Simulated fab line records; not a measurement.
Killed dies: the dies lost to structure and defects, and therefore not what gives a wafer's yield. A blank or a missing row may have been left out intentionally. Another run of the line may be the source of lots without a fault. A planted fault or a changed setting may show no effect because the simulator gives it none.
Matching of chambers + flow nandHarc + NHARC_P_GATE_STRIP_101 on rieDiel-04: 4 sister chambers
The step strips in O2, time 20 s. 4 wafers are shown with their chamber, then 8 later ones without.

== WAFERS WITH THEIR CHAMBER ==
| wafer  | chamber | showerheadPlenumPTorr (Torr) |
|--------|---------|------------------------------|
| L700.6 | 1       | 3.77                         |
| L703.1 | 2       | 3.50                         |
| L703.6 | 0       | 3.61                         |
| L702.1 | 3       | 3.38                         |

== WAFERS WHOSE CHAMBER IS MISSING ==
| wafer  | showerheadPlenumPTorr (Torr) |
|--------|------------------------------|
| L702.4 | 3.61                         |
| L702.6 | 3.50                         |
| L708.1 | 3.50                         |
| L708.5 | 3.61                         |
| L708.6 | 3.38                         |
| L712.2 | 3.76                         |
| L712.4 | 3.49                         |
| L712.5 | 3.76                         |

== WHICH CHAMBER EACH WENT THROUGH ==
| wafer  | from the rows above | in truth |
|--------|---------------------|----------|
| L702.4 | 0                   | 0        |
| L702.6 | 2                   | 2        |
| L708.1 | 2                   | 2        |
| L708.5 | 0                   | 0        |
| L708.6 | 3                   | 3        |
| L712.2 | 1                   | 1        |
| L712.4 | 2                   | 2        |
| L712.5 | 1                   | 1        |
Correct placement for 8 of the 8. From these rows, 0 cannot be placed. 0 placed wrongly.
How it was worked out, from the rows above alone: a wafer's distance from a chamber is the root of the sum, over the readings, of the square of ((its reading less the chamber's mean) divided by the reading's scatter). The wafer belongs to the nearest chamber; if the next one is less than 2 further off, it can't be placed. The mean given for a chamber averages the wafers shown for that chamber. The scatter (one wafer shown for each chamber): square how far every hidden wafer sits from the nearest shown wafer, average those squares and take the square root.
